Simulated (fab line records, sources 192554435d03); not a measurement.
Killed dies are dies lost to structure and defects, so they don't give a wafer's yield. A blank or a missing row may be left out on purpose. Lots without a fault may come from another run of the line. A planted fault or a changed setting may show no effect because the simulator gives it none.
A struck lot beside a sound one | flow n5_finfet | 38 steps out of a route of 1938
Sound: wafers L733.1, L733.4, L733.5. Struck: wafers L732.2, L732.4, L732.5. The cause comes at the end.
At each step with rows: each side's tool, then ch and its chambers, then its first start. Under that, the readings that differ: sound wafers | struck wafers | difference of the means | sigmas: that difference in standard deviations of wafers without a fault.
alike: readings whose means differ by less than 2 such deviations, and words and numbers that are the same on both sides. not compared: withheld readings, readings that some wafer has no value for, bounds like >300 that may hide the same value, and numbers for which the record gives no deviation and whose values overlap.
The two part at a step that has a row with sigmas, a row that says differs or no value, or rows on one side only. Numbers that don't overlap but have no deviation are shown without sigmas and don't part them. A reading that every wafer of one side lacks parts them only if that side has two wafers or more.

first, 9 steps without rows for these wafers: N5_BEOL_M4_ANNEAL_95 (time 240 s); N5_BEOL_M4_SPUTTER_96 (material Cu, target thk 4.5 nm, time 8.29 s); N5_BEOL_M4_ECD_50 (material Cu, target thk 300 nm); N5_BEOL_M4_ANNEAL_51 (time 90 s); N5_BEOL_M4_CMP_52 (polishes, stops on SiOC, t overpolish 6.8 s, target thk 40 nm); N5_BEOL_M4_PRE_CLEAN_60 (time 15 s); N5_BEOL_M4_CO_CAP_55 (material Co, precursor CCTBA/H2, target thk 2 nm, time 102.1 s); N5_BEOL_M4_PRE_CLEAN_56 (time 15 s); N5_BEOL_M4_DEP_57 (deposits SiCN from 3MS/NH3, target thk 8 nm, time 14 s).
N5_BEOL_M4_RC_MEAS_101:
  sound on prober-01 ch 0, day 9 16:57; struck on prober-02 ch 0, day 9 20:43
  reading       | sound          | struck         | difference | sigmas
  DIBL_N (mV/V) | 34.1 34.2 33.3 | 40.5 37.3 36.8 | +4.3       | +2
  SS_N (mV/dec) | 70.5 70.8 70.1 | 71.8 72.6 71.6 | +1.5       | +2
  alike: DIBL_P, IOFF_N, IOFF_P, ION_N, ION_P, SS_P, VT_N, VT_P
then, 24 steps without rows for these wafers: N5_BEOL_M5_ILD_DEP_00 (deposits SiCOH lowk from DEMS/porogen, target thk 140.64 nm, time 25.9 s); N5_BEOL_M5_CURE_79 (cures SiCOH lowk, time 240 s); N5_BEOL_M5_PECVD_70 (deposits SiO2 from TEOS/O2, target thk 16 nm, time 18 s); N5_BEOL_M5_HM_DEP_02 (deposits TiN, target thk 20 nm); N5_BEOL_M5_COAT_59 (time 60 s, resist thk 60 nm); N5_BEOL_M5_COAT_60 (time 60 s, resist thk 12 nm); N5_BEOL_M5_COAT_71 (time 60 s, resist thk 5 nm); N5_BEOL_M5_COAT_05 (resist thk 30 nm); N5_BEOL_M5_EBR_07; N5_BEOL_M5_SOFTBAKE_06 (time 60 s); N5_BEOL_M5_EXPOSE_08 (exposes mask M5, target cd 28 nm); N5_BEOL_M5_PEB_09 (peb time 60 s); N5_BEOL_M5_DEVELOP_10 (develop time 30 s); N5_BEOL_M5_DESCUM_16 (chemistry O2, time 7 s); N5_BEOL_M5_ETCH_72 (etches underlayer in N2/H2, target depth 6.5 nm, time 5.2 s); N5_BEOL_M5_ETCH_61 (etches SiARC in CF4, target depth 15.6 nm, time 26 s); N5_BEOL_M5_ETCH_62 (etches SOC in N2/H2, target depth 75 nm, overetch 15 nm, time 112.5 s); N5_BEOL_M5_STRIP_63 (strips in N2/H2); N5_BEOL_M5_STRIP_73 (strips in N2/H2); N5_BEOL_M5_STRIP_64 (strips in CF4); N5_BEOL_M5_HM_OPEN_17 (chemistry Cl2/BCl3, target TiN, target depth 20 nm, overetch 6 nm); N5_BEOL_M5_STRIP_19 (strips in O2); N5_BEOL_M5_COAT_65 (time 60 s, resist thk 60 nm); N5_BEOL_M5_COAT_66 (time 60 s, resist thk 12 nm).
-- the record jumps here: 3 days lie between the struck wafers' starts before and after (it left off in module BEOL_M5 and takes up again in module BEOL_M13, whose first step shown is number 1707 of the route) --
N5_BEOL_M13_SPUTTER_45: material Cu, target thk 80 nm, time 13.33 s.
  sound on pvd_sputter-02, day 12 19:13; struck on pvd_sputter-02, day 12 22:41
  no value came back on the struck wafers for bias_v (V), cathode_dc_power_W (W), substrate_temp_c (C), throttle_valve_pct (%); on the sound wafers bias_v (V) reads 60.5 60.3 60.2
N5_BEOL_M13_THK_MEAS_50: measures by xrf.
  sound on film_metro-02, day 12 20:07; struck on film_metro-01, day 12 23:34
  reading      | sound       | struck | difference                    | sigmas
  M13_THK (nm) | 437 437 432 | - - -  | no value on the struck wafers |
N5_BEOL_M13_RS_MEAS_54: measures by four-point-probe.
  sound on film_metro-02, day 12 20:14; struck on film_metro-01, day 12 23:41
  reading         | sound                | struck               | difference | sigmas
  M13_RS (ohm/sq) | 0.0440 0.0441 0.0446 | 55.678 56.575 56.170 | +56.097    | +99 or more
N5_PASSIVATION_PROBE_49:
  the record has rows for the struck wafers here (prober-01, day 13 23:04) and none for the sound ones

WHERE THEY PART
First at N5_BEOL_M4_RC_MEAS_101; last, within this record, at N5_PASSIVATION_PROBE_49.

WHY: what the simulator had put in
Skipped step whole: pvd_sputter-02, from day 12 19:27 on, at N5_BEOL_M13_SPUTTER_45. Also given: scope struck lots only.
